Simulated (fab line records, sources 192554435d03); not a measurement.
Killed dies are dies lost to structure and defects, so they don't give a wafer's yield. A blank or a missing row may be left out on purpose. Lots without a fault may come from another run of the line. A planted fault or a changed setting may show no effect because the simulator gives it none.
Which tool did it? | flow n5_finfet | 12 lots, 36 wafers sampled, at 2 steps of a route of 1938

WHAT THE GAUGES READ, wafer by wafer
N5_BEOL_M8_RS_MEAS_57: measures by four-point-probe. Usual: M8_RS 0.286 ohm/sq, standard deviation 0.0081.
lot  | measured     | on            | M8_RS (ohm/sq)    | flag
L609 | day 9 08:44  | film_metro-02 | 0.284 0.271 0.289 |
L613 | day 11 06:31 | film_metro-01 | 0.282 0.269 0.293 |
L612 | day 11 06:56 | film_metro-02 | 0.274 0.284 0.288 |
L614 | day 11 07:58 | film_metro-02 | 0.266 0.280 0.284 |
L616 | day 11 17:44 | film_metro-01 | 0.285 0.291 0.291 |
L621 | day 13 05:21 | film_metro-01 | 0.287 0.291 0.286 |
L624 | day 14 00:13 | film_metro-02 | 0.284 0.306 0.276 |
L625 | day 14 03:46 | film_metro-02 | 0.285 0.278 0.293 |
L628 | day 14 16:22 | film_metro-01 | 0.293 0.292 0.288 |
L630 | day 15 04:33 | film_metro-01 | 0.289 0.285 0.278 |
L631 | day 15 19:15 | film_metro-01 | 0.284 0.292 0.293 |
L632 | day 16 00:53 | film_metro-01 | 0.289 0.293 0.283 |

N5_BEOL_M8_INSPECT_58: inspects for defects (darkfield). Usual: raw_defect_count 70, standard deviation 19.
lot  | measured     | on                | raw_defect_count | flag
L609 | day 9 08:46  | defect_inspect-02 | 83 64 82         |
L613 | day 11 06:32 | defect_inspect-01 | 69 52 88         |
L612 | day 11 06:57 | defect_inspect-02 | 80 77 64         |
L614 | day 11 07:59 | defect_inspect-01 | 46 42 39         |
L616 | day 11 17:45 | defect_inspect-02 | 87 59 54         |
L621 | day 13 05:22 | defect_inspect-02 | 76 98 58         |
L624 | day 14 00:14 | defect_inspect-02 | 66 67 70         |
L625 | day 14 03:47 | defect_inspect-02 | 46 85 52         |
L628 | day 14 16:24 | defect_inspect-02 | 91 50 81         |
L630 | day 15 04:34 | defect_inspect-02 | 72 52 43         |
L631 | day 15 19:16 | defect_inspect-02 | 65 93 67         |
L632 | day 16 00:54 | defect_inspect-02 | 80 55 71         |

WHICH TOOL RAN EACH LOT (tool, then ch and the chambers of the sampled wafers, then the start)
The record holds no process step before these readings.

WHAT THE TOOLS THEMSELVES READ (means of the sampled wafers that have a number; where no wafer has one, the mark that the record gives instead)
The record holds no such reading with a usual standard deviation.

THE ANSWER, worked out from the rows above alone
Rule: a lot is off if the mean of its wafers that have a number lies more than 3 standard deviations from the usual mean. A lot without any number at a reading at which 4 lots or more have one is off too. The other lots that the step has rows for count as sound. The gauges are gone through in route order, then the tools' own readings, and for those a lot's mean is taken as printed above. The first step at which some lot is off is used, and at that step the reading that is off furthest; a lot without a number counts as furthest.
No lot is off at any reading shown: from this, nothing can be told.

WHAT THE SIMULATOR HAD PUT IN
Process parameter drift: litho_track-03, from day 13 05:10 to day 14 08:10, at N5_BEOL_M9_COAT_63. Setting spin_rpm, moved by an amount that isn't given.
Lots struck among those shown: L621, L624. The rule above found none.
